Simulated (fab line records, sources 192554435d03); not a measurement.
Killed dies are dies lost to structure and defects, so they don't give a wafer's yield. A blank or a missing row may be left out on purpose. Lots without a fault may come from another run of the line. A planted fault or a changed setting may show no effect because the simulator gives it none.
Chamber matching | flow n5_finfet | N5_DUMMY_GATE_CMP_04 on cmp-04: 4 sister chambers
The step polishes a-Si. 4 wafers are shown with their chamber, then 12 later ones without.

WAFERS WITH THEIR CHAMBER
wafer  | chamber | motor_current_A (A)
L089.1 | 3       | 10.4
L089.5 | 2       | 8.4
L091.1 | 0       | 9.2
L091.5 | 1       | 10.3

WAFERS WITHOUT THEIR CHAMBER
wafer  | motor_current_A (A)
L093.1 | 8.7
L093.3 | 10.6
L093.4 | 10.3
L094.1 | 10.2
L094.5 | 9.0
L094.6 | 10.4
L095.2 | 8.9
L095.3 | 9.8
L095.5 | 8.3
L097.2 | 9.0
L097.3 | 9.7
L097.6 | 10.2

WHICH CHAMBER EACH WENT THROUGH
wafer  | from the rows above          | in truth
L093.1 | can't be placed: 2 or 0      | 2
L093.3 | can't be placed: 3 or 1      | 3
L093.4 | can't be placed: 1 or 3      | 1
L094.1 | can't be placed: 1 or 3      | 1
L094.5 | can't be placed: 0 or 2      | 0
L094.6 | can't be placed: 3 or 1      | 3
L095.2 | can't be placed: 0 or 2      | 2
L095.3 | can't be placed: 1 or 3 or 0 | 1
L095.5 | 2                            | 2
L097.2 | can't be placed: 0 or 2      | 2
L097.3 | can't be placed: 0 or 1 or 3 | 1
L097.6 | can't be placed: 1 or 3      | 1
Placed correctly: 1 of 12. Can't be placed from these rows: 11 (the true chamber is among the candidates in 11). Placed wrongly: 0.
How it was worked out, from the rows above alone: a wafer's distance from a chamber is the root of the sum, over the readings, of the square of ((its reading less the chamber's mean) divided by the reading's scatter). The wafer belongs to the nearest chamber; if the next one is less than 2 further off, it can't be placed. A chamber's mean is the mean of its shown wafers. The scatter: with one shown wafer a chamber, the root of the mean of the squares of how far each hidden wafer lies from its nearest shown one.
